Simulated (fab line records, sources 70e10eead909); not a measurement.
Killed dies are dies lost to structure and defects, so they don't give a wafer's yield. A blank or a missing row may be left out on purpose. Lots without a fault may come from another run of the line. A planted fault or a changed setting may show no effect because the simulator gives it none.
Chamber matching | flow nand_harc | NHARC_A_STAIRCASE_DESCUM_168 on rie_diel-01: 4 sister chambers
The step chemistry O2, time 3 s. 14 wafers are shown with their chamber, then 7 later ones without.

WAFERS WITH THEIR CHAMBER
wafer  | chamber | showerhead_plenum_p_Torr (Torr) | drypump_motor_current_A (A) | oes_product_au (a.u.)
L076.4 | 2       | 1.90                            | 5.9                         | 0.998
L076.5 | 1       | 2.00                            | 5.6                         | 1.019
L076.6 | 2       | 1.90                            | 5.9                         | 0.998
L079.1 | 3       | 1.81                            | 5.8                         | 1.005
L079.2 | 1       | 1.99                            | 5.5                         | 1.015
L079.4 | 0       | 1.94                            | 5.7                         | 1.009
L080.3 | 1       | 1.99                            | 5.6                         | 1.016
L080.5 | 3       | 1.81                            | 5.8                         | 1.004
L080.6 | 2       | 1.90                            | 5.9                         | 0.996
L081.1 | 0       | 1.94                            | 5.7                         | 1.017
L081.4 | 3       | 1.81                            | 5.8                         | 0.997
L081.6 | 1       | 1.99                            | 5.6                         | 1.008
L083.1 | 3       | 1.81                            | 5.8                         | 1.006
L083.4 | 0       | 1.94                            | 5.7                         | 1.017

SIGNATURES (means of the wafers above)
reading                  | chamber 0 | chamber 1 | chamber 2 | chamber 3 | scatter within a chamber
showerhead_plenum_p_Torr | 1.9400    | 1.9925    | 1.9000    | 1.8100    | 0.00274
drypump_motor_current_A  | 5.700     | 5.575     | 5.900     | 5.800     | 0.0274
oes_product_au           | 1.01433   | 1.01450   | 0.99733   | 1.00300   | 0.004
Rule: a wafer's distance from a chamber is the root of the sum, over the readings, of the square of ((its reading less the chamber's mean) divided by the reading's scatter). The wafer belongs to the nearest chamber; if the next one is less than 2 further off, it can't be placed. The scatter: the root of (the sum of the squares of (reading less its chamber's mean) over the shown wafers, divided by (wafers less chambers)).

WAFERS WITHOUT THEIR CHAMBER
wafer  | showerhead_plenum_p_Torr (Torr) | drypump_motor_current_A (A) | oes_product_au (a.u.)
L083.5 | 1.94                            | 5.7                         | 1.007
L082.1 | 1.94                            | 5.7                         | 1.012
L082.2 | 1.81                            | 5.8                         | 1.013
L082.5 | 1.99                            | 5.5                         | 1.017
L096.2 | 1.98                            | 5.6                         | 0.997
L096.5 | 1.98                            | 5.5                         | 0.993
L096.6 | 1.92                            | 5.7                         | 0.994

WHICH CHAMBER EACH WENT THROUGH
wafer  | from the rows above     | in truth
L083.5 | 0                       | 0
L082.1 | 0                       | 0
L082.2 | 3                       | 3
L082.5 | 1                       | 1
L096.2 | 1                       | 1
L096.5 | 1                       | 1
L096.6 | can't be placed: 0 or 2 | 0
Placed correctly: 6 of 7. Can't be placed from these rows: 1 (the true chamber is among the candidates in 1). Placed wrongly: 0.
